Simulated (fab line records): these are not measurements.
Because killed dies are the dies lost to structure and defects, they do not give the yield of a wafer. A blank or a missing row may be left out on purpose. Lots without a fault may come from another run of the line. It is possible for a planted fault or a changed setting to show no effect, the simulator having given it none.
Chamber matching + flow nand-harc + NHARC_A_CHANNEL_FILL_D2_ALD_14 on ald-hk-01 has 4 sister chambers
The step deposits SiO2, target thk 2.5 nm, pulse time 10 s, ald cycles 25. 24 wafers are shown with their chamber, then 12 later ones without.

== WAFERS WITH THEIR CHAMBER ==
| wafer  | chamber | heater-power-w (W) | precursor-pulse-height-rel |
|--------|---------|--------------------|----------------------------|
| L074.1 | 1       | 446                | 1.012                      |
| L074.3 | 2       | 497                | 0.992                      |
| L074.5 | 1       | 446                | 1.015                      |
| L075.1 | 2       | 487                | 0.981                      |
| L075.3 | 0       | 449                | 0.993                      |
| L075.4 | 3       | 483                | 1.011                      |
| L079.1 | 1       | 431                | 1.006                      |
| L079.4 | 2       | 504                | 0.992                      |
| L079.5 | 1       | 436                | 1.002                      |
| L077.3 | 2       | 506                | 0.989                      |
| L077.5 | 1       | 439                | 0.969                      |
| L077.6 | 2       | 501                | 0.997                      |
| L082.3 | 2       | 493                | 0.997                      |
| L082.5 | 3       | 482                | 0.974                      |
| L082.6 | 0       | 427                | 0.995                      |
| L084.2 | 3       | 496                | 0.983                      |
| L084.3 | 1       | 440                | 0.981                      |
| L084.6 | 1       | 450                | 1.046                      |
| L088.1 | 0       | 433                | 0.987                      |
| L088.2 | 1       | 452                | 0.980                      |
| L088.3 | 2       | 509                | 1.014                      |
| L088.4 | 3       | 487                | 1.017                      |
| L088.5 | 3       | 502                | 0.997                      |
| L088.6 | 2       | 495                | 0.996                      |

SIGNATURES, as means of the wafers listed above
| reading                    | chamber 0 | chamber 1 | chamber 2 | chamber 3 | scatter within a chamber |
|----------------------------|-----------|-----------|-----------|-----------|--------------------------|
| heater-power-w             | 436.33    | 442.50    | 499.00    | 490.00    | 8.07                     |
| precursor-pulse-height-rel | 0.99167   | 1.00137   | 0.99475   | 0.99640   | 0.0176                   |
Rule: a wafer lies at a distance from a chamber equal to the root of the sum of squares, over the readings, of (its reading less the chamber's mean, divided by the reading's scatter). If the next closest chamber is less than 2 further off than the closest, the wafer can't be placed; otherwise it belongs to the closest. The scatter is the square root of a quotient: the sum, over the shown wafers, of each reading's squared deviation from its chamber's mean, divided by wafers minus chambers.

== WAFERS MISSING THEIR CHAMBER ==
| wafer  | heater-power-w (W) | precursor-pulse-height-rel |
|--------|--------------------|----------------------------|
| L091.1 | 443                | 0.993                      |
| L091.4 | 456                | 0.995                      |
| L091.6 | 503                | 1.004                      |
| L093.2 | 453                | 0.977                      |
| L093.3 | 500                | 0.999                      |
| L093.4 | 495                | 0.966                      |
| L094.4 | 507                | 0.987                      |
| L094.5 | 455                | 1.001                      |
| L094.6 | 490                | 1.006                      |
| L096.1 | 511                | 1.039                      |
| L096.4 | 450                | 0.970                      |
| L096.5 | 504                | 1.014                      |

== THE CHAMBER EACH PASSED THROUGH ==
| wafer  | from the rows above     | in truth |
|--------|-------------------------|----------|
| L091.1 | can't be placed: 1 or 0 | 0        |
| L091.4 | can't be placed: 1 or 0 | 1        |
| L091.6 | can't be placed: 2 or 3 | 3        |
| L093.2 | can't be placed: 1 or 0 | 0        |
| L093.3 | can't be placed: 2 or 3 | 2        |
| L093.4 | can't be placed: 2 or 3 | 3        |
| L094.4 | can't be placed: 2 or 3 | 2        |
| L094.5 | can't be placed: 1 or 0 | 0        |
| L094.6 | can't be placed: 3 or 2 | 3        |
| L096.1 | can't be placed: 2 or 3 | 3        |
| L096.4 | can't be placed: 1 or 0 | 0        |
| L096.5 | can't be placed: 2 or 3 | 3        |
Placed correctly: 0 of 12. Not placeable from these rows: 12 (in 12, the candidates include the true chamber). Wrongly placed: 0.
